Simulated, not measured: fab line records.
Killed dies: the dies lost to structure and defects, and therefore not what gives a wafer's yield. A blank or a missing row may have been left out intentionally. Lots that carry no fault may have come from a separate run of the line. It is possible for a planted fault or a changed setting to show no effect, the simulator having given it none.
The tool behind it: which one? -- flow n5Finfet -- 9 lots (27 wafers sampled), 1 step of a 1938-step route

## WHAT THE GAUGES SHOWED, per wafer
N5_BEOL_M4_RC_MEAS_101.
lot,measured,on,DIBL_N (mV/V)
L201,day 8 02:34,prober-01,36.8 36.0 37.6
L204,day 9 01:45,prober-01,35.5 35.4 35.1
L207,day 10 11:20,prober-01,35.2 36.0 36.5
L212,day 11 16:36,prober-01,32.9 33.4 33.5
L215,day 11 22:54,prober-01,36.7 37.5 35.5
L214,day 12 03:42,prober-02,36.6 36.5 36.6
L220,day 13 05:51,prober-01,36.3 36.2 37.9
L221,day 14 07:29,prober-02,38.7 37.4 36.1
L222,day 14 10:37,prober-01,35.0 35.0 35.9

## WHAT TOOL EACH LOT RAN ON (gives the tool, then ch and the chambers of the sampled wafers, and finally the start)
No process step before these readings appears in the record.

## THE ANSWER, worked out from the rows above alone
Rule: usual is defined by the lots themselves. The widest of any qualifying gaps counts: lots, ordered by their means at a reading, are off when they make up no more than a third of the lots, leave a main group of 4 or more, and stand apart from it by 3 or more times the standard deviation of that group's means. The tables above print the reading to a certain number of digits; a main group whose means all agree to those digits is not used. A lot without any number at a reading at which 4 lots or more have one is off too. Where the step has rows for the other lots, those lots are counted as sound.
No lot is off at any reading shown: from this, nothing can be told.

## WHAT THE SIMULATOR HAD PUT IN
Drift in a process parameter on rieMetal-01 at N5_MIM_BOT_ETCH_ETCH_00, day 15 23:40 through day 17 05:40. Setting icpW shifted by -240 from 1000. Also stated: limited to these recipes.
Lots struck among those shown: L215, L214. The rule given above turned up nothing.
